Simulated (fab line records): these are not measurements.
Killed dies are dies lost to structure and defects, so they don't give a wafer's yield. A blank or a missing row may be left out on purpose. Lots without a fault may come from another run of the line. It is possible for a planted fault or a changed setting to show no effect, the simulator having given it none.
Problem report, 8D (eight disciplines) form, completed by code ; flow nand harc ; the parts of the form that need people (team, actions taken, sign-off) are left out

## 1. THE ISSUE
At NHARC_P_M1_SOFTBAKE_04, heater power total W averages 314.74 W over 6 wafers from 2 lots, while fault-free wafers read 188.49 W, standard deviation 0.15. That is +99 or more standard deviations from the usual mean.
The step: time 55 s.
Earliest sighting: wafer L745.1 on litho track-06 at day 9 06:00. The record has a number at this step for 36 wafers belonging to 12 lots. By rule, "out" or "out of limits" means more than 4 standard deviations away from the usual mean. All remaining wafers that have a number are taken as sound.

## 2. WHAT IT IS AND WHAT IT IS NOT
question;is;is not
which readings at this step;heater power total W;resist line temp C
which lots;L745, L746;L733, L734, L736, L739, L740, L748, L750, L751, L752, L755
which wafers of those lots;all that have a number;-
read on which tools;litho track-06;litho track-01, litho track-04
when;from day 9 06:00;"up to then (15 sound wafers); but 15 sound wafers of L748, L750, L751, L752, L755 came after"

## 3. WHAT RULES OUT EACH SUSPECT
Counting: a tool at a process step up to the reading stays a suspect if it ran every lot that is out and no sound lot after the first of them.
- litho track-06 at NHARC_P_M1_SOFTBAKE_04 (time 55 s): kept. All lots that are out passed through it, beginning with L745 at day 9 06:00, and no sound lot followed; its final sound lot before that point was L740 at day 7 14:00. Out on those wafers are its own readings of heater power total W.
Left after counting: litho track-06 at NHARC_P_M1_SOFTBAKE_04.

## 4. THE CAUSE (what the simulator had put in)
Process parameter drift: litho track-06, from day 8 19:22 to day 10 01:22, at NHARC_P_M1_SOFTBAKE_04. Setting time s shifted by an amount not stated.
The count eliminated every tool but this one.

## 5. THE CHAIN OF EFFECTS, in route order
One row per reading whose mean, taken over the struck wafers that have a number, lies over 3 standard deviations from the usual. Only readings whose record carries a usual standard deviation are examined. hours: median over the lots of the time between each lot's start at the first step of this table that gives one and its start at this step. sigmas: the change, counted in usual standard deviations.
hours;step;reading;usual;on struck wafers;change;sigmas
0;NHARC_P_M1_SOFTBAKE_04;heater power total W;188.49 W;314.74;+126.25;+99 or more
Its process steps:
- NHARC_P_M1_SOFTBAKE_04: time 55 s.
Later steps that measure or inspect, where all struck wafers having a row at the step show a number for every such reading and not one has moved that far: NHARC_END_SORT_01.

## 6. WHAT WOULD HAVE CAUGHT IT SOONER
In this record the first reading out of limits was taken at day 9 06:00, 11 hours after the fault began at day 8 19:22.
